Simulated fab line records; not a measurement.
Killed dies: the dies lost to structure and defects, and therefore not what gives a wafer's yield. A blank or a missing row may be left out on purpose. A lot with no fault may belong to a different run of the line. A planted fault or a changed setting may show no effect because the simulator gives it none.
Split-lot experiment -- flow n5Finfet -- 39 wafers read from 7 lots, route of 1938 steps

== ON THE SPLIT ==
At N5_MOL_CONTACT_COAG_ETCH_110 (etches Si in CF4/O2, target depth 2.5 nm, time 8 s), the setting biasW was moved away from the recipe's 12 W on 12 of the 39 wafers read, by -11.1% to +14.0%. This setting was run at the recipe's value on the other wafers.

The split's own step is where the reading is taken.

== THE READING ==
rfVppV, in V, at N5_MOL_CONTACT_COAG_ETCH_110 (etches Si in CF4/O2, target depth 2.5 nm, time 8 s). Fault-free wafers of this fab line usually give 127.8 V, standard deviation 1.8 V.

wafer,"tool, chamber at the split","biasW as run, W",against the recipe,"rfVppV, V",against lot-mates on the recipe
L075.1,"rieDiel-03, 3",12.74,+6.2%,136.3,+7.4
L075.2,"rieDiel-03, 0",12,recipe,127.7,-
L075.3,"rieDiel-03, 2",12,recipe,130.7,-
L075.4,"rieDiel-03, 1",12,recipe,128.3,-
L075.5,"rieDiel-03, 0",12.74,+6.2%,134.3,+5.4
L075.6,"rieDiel-03, 3",12.74,+6.2%,135.4,+6.5
L076.1,"rieDiel-04, 0",12,recipe,129.9,-
L076.3,"rieDiel-04, 1",12,recipe,127.9,-
L076.6,"rieDiel-04, 1",12,recipe,126.8,-
L079.1,"rieDiel-03, 2",10.67,-11.1%,118.2,-11.0
L079.2,"rieDiel-03, 1",12,recipe,127.9,-
L079.3,"rieDiel-03, 3",10.67,-11.1%,117.0,-12.2
L079.4,"rieDiel-03, 0",10.67,-11.1%,113.3,-15.9
L079.5,"rieDiel-03, 3",12,recipe,129.9,-
L079.6,"rieDiel-03, 2",12,recipe,129.9,-
L086.1,"rieDiel-05, 2",12,recipe,123.6,-
L086.2,"rieDiel-05, 3",12,recipe,128.7,-
L086.3,"rieDiel-05, 1",12,recipe,129.5,-
L086.4,"rieDiel-05, 0",12,recipe,130.7,-
L086.5,"rieDiel-05, 0",12,recipe,128.5,-
L086.6,"rieDiel-05, 3",12,recipe,130.7,-
L089.1,"rieDiel-04, 3",12,recipe,126.6,-
L089.2,"rieDiel-04, 1",12.6,+5.0%,131.9,+5.4
L089.3,"rieDiel-04, 2",12.6,+5.0%,131.7,+5.2
L089.4,"rieDiel-04, 2",12,recipe,125.6,-
L089.5,"rieDiel-04, 3",12.6,+5.0%,131.0,+4.5
L089.6,"rieDiel-04, 1",12,recipe,127.4,-
L091.1,"rieDiel-04, 0",12,recipe,129.4,-
L091.2,"rieDiel-04, 1",12,recipe,125.1,-
L091.3,"rieDiel-04, 2",13.68,+14.0%,139.8,+12.5
L091.4,"rieDiel-04, 2",13.68,+14.0%,140.8,+13.5
L091.5,"rieDiel-04, 1",12,recipe,127.3,-
L091.6,"rieDiel-04, 0",13.68,+14.0%,144.0,+16.7
L095.1,"rieDiel-05, 2",12,recipe,125.4,-
L095.2,"rieDiel-05, 0",12,recipe,128.4,-
L095.3,"rieDiel-05, 1",12,recipe,128.6,-
L095.4,"rieDiel-05, 0",12,recipe,127.7,-
L095.5,"rieDiel-05, 2",12,recipe,125.6,-
L095.6,"rieDiel-05, 1",12,recipe,128.6,-

FIT RESULTS
A straight line over all 39 wafers: rfVppV changes by +1.01 V for each +1% of biasW; r = +0.95; the points scatter about the line by 1.8 V.
The same after taking each lot's own level away (the mean of its wafers on the recipe; 39 wafers): +1.08 V for each +1%; r = +0.96; scatter 1.6 V.
Per that fit: largest biasW move, reading shift of 15 V.
The span of the lots' own levels, 126.53 to 129.23 V, comes to 1.5 times the standard deviation stated above.
So the lot-to-lot level changes the slope little: the two slopes agree.
Check: +15.4 V against its lot-mates is what the line predicts for one of the wafers moved furthest among these (+14.0%) when that wafer is left out of the fit. Against them it came out at +12.5 V.
Tool readings at the split's step, against how far the setting was moved: rfVppV r = +0.95.

== OTHER SPLITS APPLIED TO THESE WAFERS ==
Other splits were also applied to these wafers ahead of the reading. Each is held against what the fit with the lots' levels taken away leaves over:
other split on the same wafers,wafers away from the commonest value,r with rfVppV (lot level and that fit taken away)
N5_DUMMY_GATE_ETCH_32 timeS,15,+0.19
N5_HKMG_FIN_ETCH_35 sourceW,12,+0.03
N5_MOL_CONTACT_COAG_ETCH_105 biasW,18,+0.12

== THE FILE'S OWN FIT ==
rfVppV changes by +1.07 V for each +1% of biasW, r = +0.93.
